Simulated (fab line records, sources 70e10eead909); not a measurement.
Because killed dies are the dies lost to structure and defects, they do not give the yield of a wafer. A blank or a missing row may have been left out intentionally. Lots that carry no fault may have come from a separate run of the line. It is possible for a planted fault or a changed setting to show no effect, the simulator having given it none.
Matching of chambers | flow nand_harc | NHARC_P_CONTACT_CMP_01 on cmp-02: 4 sister chambers
The step polishes SiO2, target thk 200 nm. 8 wafers are shown with their chamber, then 7 later ones without.

== WAFERS WITH THEIR CHAMBER ==
wafer  | chamber | motor_current_A (A)
L077.6 | 2       | 13.8
L085.5 | 2       | 13.1
L085.6 | 1       | 13.8
L087.3 | 1       | 13.2
L087.5 | 3       | 11.3
L087.6 | 0       | 12.2
L090.3 | 3       | 10.5
L090.4 | 0       | 12.0

== WAFERS WHOSE CHAMBER IS MISSING ==
wafer  | motor_current_A (A)
L090.6 | 12.7
L092.1 | 11.7
L092.3 | 13.0
L092.5 | 11.7
L093.4 | 11.0
L093.5 | 13.6
L093.6 | 13.6

== CHAMBER TAKEN BY EACH ==
wafer  | from the rows above          | in truth
L090.6 | can't be placed: 0 or 2 or 1 | 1
L092.1 | can't be placed: 0 or 3      | 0
L092.3 | can't be placed: 2 or 1 or 0 | 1
L092.5 | can't be placed: 0 or 3      | 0
L093.4 | 3                            | 3
L093.5 | can't be placed: 1 or 2      | 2
L093.6 | can't be placed: 1 or 2      | 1
Placed correctly: 1 of 7. Not placeable from these rows: 6 (in 6, the candidates include the true chamber). Number placed wrongly: 0.
How it was worked out, from the rows above alone: a wafer's distance from a chamber is the root of the sum, over the readings, of the square of ((its reading less the chamber's mean) divided by the reading's scatter). If the next closest chamber is less than 2 further off than the closest, the wafer can't be placed; otherwise it belongs to the closest. For every chamber, the mean is computed from those of its wafers that are shown. How the scatter is found: for the shown wafers, subtract from each reading the mean of its chamber, square and add these, divide the total by (wafers less chambers), then take the root.
